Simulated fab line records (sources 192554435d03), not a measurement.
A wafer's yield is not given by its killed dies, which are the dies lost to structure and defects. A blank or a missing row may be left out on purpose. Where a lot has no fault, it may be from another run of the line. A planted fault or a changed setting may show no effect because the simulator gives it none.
What tool caused it? -- flow n5_finfet -- route of 1938 steps, sampled at 1 step: 10 lots, 27 wafers

## WHAT EACH GAUGE READ, for each wafer
N5_BEOL_M0_INSPECT_127: inspects for defects (darkfield).
lot,measured,on,raw_defect_count
L428,day 6 13:07,defect_inspect-01,65 128 81
L429,day 6 19:59,defect_inspect-01,76 30 93
L434,day 8 07:43,defect_inspect-01,78 96 42
L435,day 8 23:16,defect_inspect-01,78 127
L438,day 9 04:41,defect_inspect-01,38 51
L440,day 9 16:13,defect_inspect-02,50 45
L442,day 10 01:21,defect_inspect-01,89 63 125
L444,day 10 19:14,defect_inspect-01,70 87 78
L447,day 11 08:14,defect_inspect-02,35 43 32
L448,day 11 11:19,defect_inspect-02,89 80 55

## EACH LOT AND THE TOOL THAT RAN IT (in order: tool; ch and the chambers of the sampled wafers; start)
No process step before these readings appears in the record.

## THE ANSWER, worked out from the rows above alone
Rule: the usual values come from the lots themselves. Put in order of their means at a reading, lots are off if they are a third of the lots or fewer, leave a main group of 4 or more, and stand apart from it by a gap of 3 or more times the standard deviation of the main group's means; of several such gaps the widest counts. A main group is skipped when, at the precision printed for the reading in the tables above, its means are all equal. Also off: a lot with no number at a reading for which 4 or more lots have one. All remaining lots with rows at the step are treated as sound.
No lot is off at any reading shown: from this, nothing can be told.

## WHAT THE SIMULATOR HAD INSERTED
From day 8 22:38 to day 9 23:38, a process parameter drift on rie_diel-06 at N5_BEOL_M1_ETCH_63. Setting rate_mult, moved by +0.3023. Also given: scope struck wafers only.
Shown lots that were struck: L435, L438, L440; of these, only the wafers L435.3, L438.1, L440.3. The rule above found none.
